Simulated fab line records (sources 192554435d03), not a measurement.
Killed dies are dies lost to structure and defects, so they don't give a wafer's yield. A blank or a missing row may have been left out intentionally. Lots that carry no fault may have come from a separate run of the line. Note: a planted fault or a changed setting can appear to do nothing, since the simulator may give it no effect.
A lot that was struck, set against a sound lot ; flow n5_finfet ; 20 out of 1938 route steps
Sound: wafers L458.2, L458.5, L458.6. Wafers L464.1, L464.2, L464.6 were the ones struck. Last of all comes the cause.
At each step with rows: each side's tool, then ch and its chambers, then its first start. Under that, the readings that differ: sound wafers ; struck wafers ; difference of the means ; sigmas: that difference in standard deviations of wafers without a fault.
alike: words and numbers the same on both sides, and readings whose means are apart by under 2 such deviations; not compared: readings that were withheld, readings missing a value for some wafer, numbers with overlapping values and no deviation given by the record, and bounds like >300 which may hide the same value.
The two part at a step that has a row with sigmas, a row that says differs or no value, or rows on one side only. When numbers do not overlap yet have no deviation, they are printed without sigmas and do not part them. Lack of a reading on every wafer of one side parts them only where that side has two or more wafers.

first, 8 steps without rows for these wafers: N5_BEOL_M9_CMP_52 (polishes, stops on SiCOH lowk, t overpolish 7 s, target thk 140 nm); N5_BEOL_M9_PRE_CLEAN_55 (time 15 s); N5_BEOL_M9_DEP_56 (deposits SiCN from 3MS/NH3, target thk 15 nm, time 26.5 s); N5_BEOL_M10_ILD_DEP_00 (deposits SiCOH lowk from DEMS/porogen, target thk 308.51 nm, time 58 s); N5_BEOL_M10_CURE_71 (cures SiCOH lowk, time 240 s); N5_BEOL_M10_PECVD_70 (deposits SiO2 from TEOS/O2, target thk 20 nm, time 22.7 s); N5_BEOL_M10_HM_DEP_02 (deposits TiN, target thk 20 nm); N5_BEOL_M10_COAT_59 (time 60 s, resist thk 100 nm).
N5_BEOL_M10_COAT_60: time 60 s, resist thk 30 nm.
  sound on litho_track-01 ch 0, day 12 16:46; struck on litho_track-01 ch 0, day 13 08:02
reading;sound;struck;difference;sigmas
spin_speed_rpm (rpm);1499.0 1501.0 1501.2;1425.4 1425.5 1424.1;-75.4;-77
model.SiARC_of_BEOL_M10_COAT_60.thk_nm (nm);30 30 30;30.8 31 31;+0.9;
  alike: plate_temp_C
then, 7 steps without rows for these wafers: N5_BEOL_M10_COAT_05 (resist thk 90 nm); N5_BEOL_M10_EBR_07; N5_BEOL_M10_SOFTBAKE_06 (time 60 s); N5_BEOL_M10_EXPOSE_08 (exposes mask M10); N5_BEOL_M10_PEB_09 (peb time 60 s); N5_BEOL_M10_DEVELOP_10 (develop time 30 s); N5_BEOL_M10_DESCUM_16 (chemistry O2, time 7.9 s).
N5_BEOL_M10_ETCH_61: etches SiARC in CF4, target depth 39 nm, time 65 s.
  sound on rie_diel-01 ch 1,2,3, day 12 17:08; struck on rie_diel-02 ch 0,1,2, day 13 09:07
reading;sound;struck;difference;sigmas
model.etch.depth_nm (nm);30.06 30.09 30.04;30.78 30.93 30.92;+0.81;
model.CAR-ArF_of_BEOL_M10_COAT_05.thk_nm (nm);55.6 55.4 55.6;55 54.8 55;-1;
  alike: drypump_motor_current_A, etch_rf_on_time_s, oes_product_au, rf_vpp_V, showerhead_plenum_p_Torr, throttle_valve_pct
  not compared: rf_hours_counter_h
N5_BEOL_M10_ETCH_62: etches SOC in N2/H2, target depth 110 nm, overetch 22 nm, time 165 s.
  sound on rie_diel-01 ch 1,2,3, day 12 17:11; struck on rie_diel-02 ch 0,1,2, day 13 09:10
reading;sound;struck;difference;sigmas
model.SiARC_of_BEOL_M10_COAT_60.thk_nm (nm);23.2 23.6 23.8;24 24.4 24.4;+1;
  alike: drypump_motor_current_A, oes_product_au, rf_vpp_V, showerhead_plenum_p_Torr, throttle_valve_pct
  not compared: rf_hours_counter_h
then, 1 step without rows for these wafers: N5_BEOL_M10_STRIP_68 (strips in N2/H2).
-- a jump in the record: the struck wafers' starts before and after are 2 days apart (it breaks off in module BEOL_M10 and resumes in module PASSIVATION, where the first step shown is number 1936 of the route) --
N5_PASSIVATION_PROBE_49:
  only the struck wafers here have rows in the record (prober-02, day 15 10:54); the sound ones have none

## WHERE THEY PART
At N5_BEOL_M10_COAT_60 first; at N5_PASSIVATION_PROBE_49 last (within this record only).

WHY: what had been put in by the simulator
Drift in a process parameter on litho_track-01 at N5_BEOL_M10_COAT_60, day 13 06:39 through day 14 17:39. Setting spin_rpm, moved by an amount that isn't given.
